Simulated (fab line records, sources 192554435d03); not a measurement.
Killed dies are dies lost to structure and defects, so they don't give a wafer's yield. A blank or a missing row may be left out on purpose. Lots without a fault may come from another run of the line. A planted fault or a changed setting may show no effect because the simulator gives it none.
Chamber matching | flow n5_finfet | N5_STI_FIN_REVEAL_ETCH_34 on rie_si-03: 4 sister chambers
The step etches Si in H2, material Si, target depth 0.97 nm. 14 wafers are shown with their chamber, then 7 later ones without.

WAFERS WITH THEIR CHAMBER
wafer  | chamber | throttle_valve_pct (%) | oes_product_au (a.u.) | temp_c (C)
L074.3 | 0       | 25.34                  | 0.975                 | 19.93
L074.4 | 1       | 25.96                  | 0.983                 | 19.83
L074.5 | 0       | 25.34                  | 0.982                 | 20.07
L077.1 | 3       | 25.90                  | 1.024                 | 20.09
L077.2 | 0       | 25.33                  | 0.964                 | 19.87
L077.5 | 1       | 25.96                  | 0.982                 | 19.99
L079.1 | 0       | 25.34                  | 0.984                 | 19.88
L079.2 | 2       | 25.67                  | 1.014                 | 20.16
L079.6 | 0       | 25.34                  | 0.979                 | 20.08
L084.3 | 3       | 25.90                  | 1.021                 | 19.93
L084.5 | 3       | 25.90                  | 1.025                 | 19.89
L084.6 | 0       | 25.33                  | 0.969                 | 20.18
L087.3 | 3       | 25.90                  | 1.019                 | 19.98
L087.4 | 1       | 25.95                  | 0.977                 | 20.09

SIGNATURES (means of the wafers above)
reading            | chamber 0 | chamber 1 | chamber 2 | chamber 3 | scatter within a chamber
throttle_valve_pct | 25.3367   | 25.9567   | 25.6700   | 25.9000   | 0.00447
oes_product_au     | 0.97550   | 0.98067   | 1.01400   | 1.02225   | 0.00587
temp_c             | 20.0017   | 19.9700   | 20.1600   | 19.9725   | 0.117
Rule: a wafer's distance from a chamber is the root of the sum, over the readings, of the square of ((its reading less the chamber's mean) divided by the reading's scatter). The wafer belongs to the nearest chamber; if the next one is less than 2 further off, it can't be placed. The scatter: the root of (the sum of the squares of (reading less its chamber's mean) over the shown wafers, divided by (wafers less chambers)).

WAFERS WITHOUT THEIR CHAMBER
wafer  | throttle_valve_pct (%) | oes_product_au (a.u.) | temp_c (C)
L087.6 | 25.90                  | 1.014                 | 19.82
L088.3 | 25.69                  | 1.027                 | 20.04
L088.5 | 25.66                  | 1.020                 | 20.05
L088.6 | 25.89                  | 1.024                 | 19.95
L095.1 | 25.90                  | 1.029                 | 20.22
L095.4 | 25.34                  | 0.976                 | 19.95
L095.6 | 25.33                  | 0.975                 | 20.00

WHICH CHAMBER EACH WENT THROUGH
wafer  | from the rows above | in truth
L087.6 | 3                   | 3
L088.3 | 2                   | 2
L088.5 | 2                   | 2
L088.6 | 3                   | 3
L095.1 | 3                   | 3
L095.4 | 0                   | 0
L095.6 | 0                   | 0
Placed correctly: 7 of 7. Can't be placed from these rows: 0. Placed wrongly: 0.
